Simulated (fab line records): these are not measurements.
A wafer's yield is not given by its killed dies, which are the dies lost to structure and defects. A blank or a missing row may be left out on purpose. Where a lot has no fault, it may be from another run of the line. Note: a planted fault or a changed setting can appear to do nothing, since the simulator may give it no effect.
Matching of chambers + flow n5_finfet + N5_BEOL_M0_SAQP_SPACER1_ETCHBACK_99 on rie_diel-04: 4 sister chambers
The step etches SiO2 in CHF3/O2, target depth 15.4 nm, time 7.7 s. 18 wafers are shown with their chamber, then 9 later ones without.

WAFERS, EACH WITH ITS CHAMBER
| wafer  | chamber | showerhead_plenum_p_Torr (Torr) | throttle_valve_pct (%) | oes_product_au (a.u.) |
|--------|---------|---------------------------------|------------------------|-----------------------|
| L074.1 | 1       | 2.52                            | 18.93                  | 0.77                  |
| L074.4 | 3       | 2.38                            | 19.15                  | 0.69                  |
| L074.6 | 0       | 2.51                            | 18.73                  | 0.76                  |
| L078.1 | 1       | 2.51                            | 18.93                  | 0.75                  |
| L078.2 | 0       | 2.51                            | 18.74                  | 0.74                  |
| L078.4 | 0       | 2.51                            | 18.73                  | 0.75                  |
| L079.1 | 3       | 2.37                            | 19.18                  | 0.69                  |
| L079.4 | 0       | 2.51                            | 18.73                  | 0.74                  |
| L079.6 | 3       | 2.37                            | 19.17                  | 0.68                  |
| L088.1 | 3       | 2.37                            | 19.21                  | 0.66                  |
| L088.4 | 1       | 2.51                            | 18.95                  | 0.74                  |
| L088.5 | 3       | 2.37                            | 19.18                  | 0.67                  |
| L090.1 | 3       | 2.37                            | 19.22                  | 0.67                  |
| L090.5 | 2       | 2.47                            | 19.02                  | 0.92                  |
| L090.6 | 3       | 2.37                            | 19.21                  | 0.68                  |
| L092.2 | 2       | 2.47                            | 19.04                  | 0.91                  |
| L092.4 | 3       | 2.36                            | 19.20                  | 0.67                  |
| L092.5 | 2       | 2.47                            | 19.04                  | 0.92                  |

SIGNATURES (means of the wafers above)
| reading                  | chamber 0 | chamber 1 | chamber 2 | chamber 3 | scatter within a chamber |
|--------------------------|-----------|-----------|-----------|-----------|--------------------------|
| showerhead_plenum_p_Torr | 2.5100    | 2.5133    | 2.4700    | 2.3700    | 0.00436                  |
| throttle_valve_pct       | 18.7325   | 18.9367   | 19.0333   | 19.1900   | 0.0181                   |
| oes_product_au           | 0.7475    | 0.7533    | 0.9167    | 0.6763    | 0.0107                   |
Rule: for a wafer and a chamber, the distance is found by dividing, reading by reading, the gap between the wafer's reading and the chamber's mean by the reading's scatter, squaring, summing and taking the root. If the next closest chamber is less than 2 further off than the closest, the wafer can't be placed; otherwise it belongs to the closest. The scatter is the square root of a quotient: the sum, over the shown wafers, of each reading's squared deviation from its chamber's mean, divided by wafers minus chambers.

WAFERS MISSING THEIR CHAMBER
| wafer  | showerhead_plenum_p_Torr (Torr) | throttle_valve_pct (%) | oes_product_au (a.u.) |
|--------|---------------------------------|------------------------|-----------------------|
| L093.2 | 2.36                            | 19.21                  | 0.67                  |
| L093.4 | 2.47                            | 19.06                  | 0.90                  |
| L093.6 | 2.50                            | 18.81                  | 0.73                  |
| L097.1 | 2.47                            | 19.04                  | 0.87                  |
| L097.3 | 2.36                            | 19.23                  | 0.66                  |
| L097.6 | 2.36                            | 19.23                  | 0.65                  |
| L096.1 | 2.49                            | 18.81                  | 0.72                  |
| L096.3 | 2.47                            | 19.06                  | 0.88                  |
| L096.4 | 2.49                            | 18.80                  | 0.73                  |

THE CHAMBER EACH PASSED THROUGH
| wafer  | from the rows above | in truth |
|--------|---------------------|----------|
| L093.2 | 3                   | 3        |
| L093.4 | 2                   | 2        |
| L093.6 | 0                   | 0        |
| L097.1 | 2                   | 2        |
| L097.3 | 3                   | 3        |
| L097.6 | 3                   | 3        |
| L096.1 | 0                   | 0        |
| L096.3 | 2                   | 2        |
| L096.4 | 0                   | 0        |
Correctly placed: 9 of 9. Number that these rows cannot place: 0. 0 placed wrongly.
